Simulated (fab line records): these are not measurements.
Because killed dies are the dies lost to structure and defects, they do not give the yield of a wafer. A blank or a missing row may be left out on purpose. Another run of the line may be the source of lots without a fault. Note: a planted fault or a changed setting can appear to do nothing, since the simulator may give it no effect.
Which tool was responsible? | flow nand_harc | 12 lots, 36 wafers sampled, at 5 steps of a route of 1159

== WHAT THE GAUGES READ, wafer by wafer ==
NHARC_A_CONTACT_INSPECT_44.
lot  | measured     | on                | raw_defect_count
L075 | day 17 18:43 | defect_inspect-02 | 27 21 23
L077 | day 17 22:57 | defect_inspect-01 | 17 17 26
L081 | day 18 00:17 | defect_inspect-01 | 47 31 25
L082 | day 18 12:09 | defect_inspect-01 | 24 19 33
L083 | day 19 01:44 | defect_inspect-02 | 13 15 10
L086 | day 19 06:15 | defect_inspect-01 | 44 44 39
L085 | day 19 11:04 | defect_inspect-01 | 39 44 38
L091 | day 20 13:25 | defect_inspect-01 | 28 27 22
L090 | day 20 20:37 | defect_inspect-02 | 38 29 33
L092 | day 20 22:23 | defect_inspect-01 | 30 38 35
L096 | day 21 04:24 | defect_inspect-01 | 14 17 15
L097 | day 22 09:57 | defect_inspect-02 | 38 39 38

== TOOL THAT RAN EACH LOT (tool first, then ch and the chambers of the sampled wafers, then the start) ==
lot  | NHARC_A_STAIRCASE_ETCHBACK_157     | NHARC_A_STAIRCASE_STRIP_475                   | NHARC_A_SGD_CUT_ETCH_58            | NHARC_A_SLIT_DEP_00
L075 | rie_diel-08 ch 1,3, day 14 19:58   | rie_diel-08 ch 0,3, day 14 21:56 or earlier   | rie_diel-01 ch 1,2,3, day 14 21:56 | acl_dep-03 ch 0, day 15 06:14
L077 | rie_diel-13 ch 0,1, day 14 21:23   | rie_diel-13 ch 1,2,3, day 14 23:21 or earlier | rie_diel-01 ch 0,1,2, day 14 23:21 | acl_dep-03 ch 0, day 15 08:50
L081 | rie_diel-08 ch 0,3, day 15 01:51   | rie_diel-08 ch 2,3, day 15 03:56 or earlier   | rie_diel-05 ch 0,1,3, day 15 03:56 | acl_dep-01 ch 0, day 15 14:02
L082 | rie_diel-13 ch 0,1, day 15 15:44   | rie_diel-13 ch 1,2, day 15 17:49 or earlier   | rie_diel-01 ch 0,1, day 15 17:49   | acl_dep-01 ch 0, day 16 03:21
L083 | rie_diel-09 ch 0,1,2, day 16 01:53 | rie_diel-09 ch 0,2, day 16 03:48 or earlier   | rie_diel-05 ch 1,3, day 16 03:48   | acl_dep-02 ch 0, day 16 10:19
L086 | rie_diel-13 ch 0,3, day 16 15:07   | rie_diel-13 ch 0,1, day 16 17:08 or earlier   | rie_diel-05 ch 0,2,3, day 16 17:08 | acl_dep-01 ch 0, day 16 23:54
L085 | rie_diel-08 ch 1,2,3, day 17 05:45 | rie_diel-08 ch 0,1,2, day 17 07:41 or earlier | rie_diel-05 ch 1,2,3, day 17 07:41 | acl_dep-01 ch 0, day 17 14:26
L091 | rie_diel-08 ch 0,2,3, day 17 19:23 | rie_diel-08 ch 0,1,2, day 17 21:10 or earlier | rie_diel-01 ch 0,1,2, day 17 21:10 | acl_dep-01 ch 0, day 18 12:37
L090 | rie_diel-08 ch 0,1,2, day 17 20:17 | rie_diel-08 ch 0,2,3, day 17 22:13 or earlier | rie_diel-05 ch 0,1,2, day 17 22:13 | acl_dep-03 ch 0, day 18 12:49
L092 | rie_diel-09 ch 0,1,3, day 17 21:18 | rie_diel-09 ch 0,2,3, day 17 23:15 or earlier | rie_diel-11 ch 0,1,3, day 17 23:15 | acl_dep-01 ch 0, day 18 13:56
L096 | rie_diel-13 ch 0,1,2, day 18 19:28 | rie_diel-13 ch 0,1,2, day 18 21:29 or earlier | rie_diel-01 ch 1,2, day 18 21:29   | acl_dep-01 ch 0, day 19 05:23
L097 | rie_diel-13 ch 0,1,2, day 19 20:39 | rie_diel-08 ch 0,2,3, day 19 21:22            | rie_diel-01 ch 0,1,2, day 19 23:22 | acl_dep-03 ch 0, day 20 06:14
- NHARC_A_STAIRCASE_ETCHBACK_157: etches the open film in CH3F/O2, target depth 90 nm, time 167.14 s.
- NHARC_A_STAIRCASE_STRIP_475: strips in O2, time 20 s.
- NHARC_A_SGD_CUT_ETCH_58: etches the open film in CF4, target depth 39 nm, time 65 s.
- NHARC_A_SLIT_DEP_00: deposits aC, target thk 3200 nm.

== THE ANSWER, worked out from the rows above alone ==
Rule: what is usual is taken from the lots themselves. The widest of any qualifying gaps counts: lots, ordered by their means at a reading, are off when they make up no more than a third of the lots, leave a main group of 4 or more, and stand apart from it by 3 or more times the standard deviation of that group's means. Not used: any main group whose means are identical at the precision the tables above print for the reading. Also off: a lot with no number at a reading for which 4 or more lots have one. All remaining lots with rows at the step are treated as sound.
No lot is off on any of the readings shown, so nothing can be concluded from this.

== WHAT WAS PUT IN BY THE SIMULATOR ==
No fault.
